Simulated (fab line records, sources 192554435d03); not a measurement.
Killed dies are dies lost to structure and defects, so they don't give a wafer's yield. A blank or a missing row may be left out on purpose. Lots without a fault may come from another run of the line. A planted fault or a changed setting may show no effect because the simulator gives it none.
Problem report in the 8D (eight disciplines) form, filled by code | flow n5_finfet | the parts of the form that need people (team, actions taken, sign-off) are left out

1. THE PROBLEM
killed_at_front_end at N5_PASSIVATION_PROBE_49 reads a mean of 147 on 9 wafers of 3 lots; wafers without a fault read 40 with a standard deviation of 11. That is +9.7 standard deviations from the usual mean.
First seen on wafer L192.4, day 17 18:53, on prober-01. The record holds 14 wafers of 5 lots with a number at this step. Rule for "out", or "out of limits": more than 4 standard deviations from the usual mean. The other wafers with a number count as sound.

2. WHAT IT IS AND WHAT IT IS NOT
question                    | is                               | is not
which readings at this step | killed_at_front_end, killed_dies | killed_at_M0_to_M3, killed_at_contacts, killed_at_other, killed_short
which lots                  | L192, L196, L197                 | L187, L188
which wafers of those lots  | all that have a number           | -
read on which tools         | prober-01, prober-02             | -
when                        | from day 17 18:53                | up to then (5 sound wafers)

3. SUSPECTS, AND WHAT RULES EACH OUT
Counting: a tool at a process step up to the reading stays a suspect if it ran every lot that is out and no sound lot after the first of them.
- cvd_w-01 at N5_HKMG_FIN_ALD_72 (deposits W, target thk 2 nm, pulse time 1 s, purge time 2 s): kept. It ran every lot that is out, first L192 (day 8 12:13), and no sound lot after that; its last sound lot up to then is L188 (day 7 13:32).
Left after counting: cvd_w-01 at N5_HKMG_FIN_ALD_72.

4. THE CAUSE (what the simulator had put in)
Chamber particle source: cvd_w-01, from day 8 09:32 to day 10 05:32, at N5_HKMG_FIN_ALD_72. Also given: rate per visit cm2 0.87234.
Counting left only this tool.

5. THE CHAIN OF EFFECTS, in route order
Each row: a reading whose mean over the struck wafers that have a number lies more than 3 standard deviations from the usual. Only readings for which the record gives a usual standard deviation are gone through. hours: the time from each lot's start at the first step in this table that gives one to its start at this step, as a median over the lots. sigmas: the change in usual standard deviations.
hours | step                    | reading             | usual | on struck wafers | change | sigmas
0     | N5_PASSIVATION_PROBE_49 | killed_at_front_end | 40    | 147              | +107   | +9.7
0     | N5_PASSIVATION_PROBE_49 | killed_dies         | 105   | 209              | +104   | +6.5
The process steps in it:
- N5_PASSIVATION_PROBE_49

6. WHAT WOULD HAVE CAUGHT IT SOONER
In this record the first reading out of limits was taken at day 17 18:53, 225 hours after the fault began at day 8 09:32.
Of the tool readings at N5_HKMG_FIN_ALD_72 for which the record gives a usual standard deviation, none was out on any struck wafer, so an alarm limit of 4 standard deviations on them would not have fired.
All the lots that are out (3) had begun N5_HKMG_FIN_ALD_72 on cvd_w-01 by day 17 18:53. A hold on the tool at that time would have spared none of them.
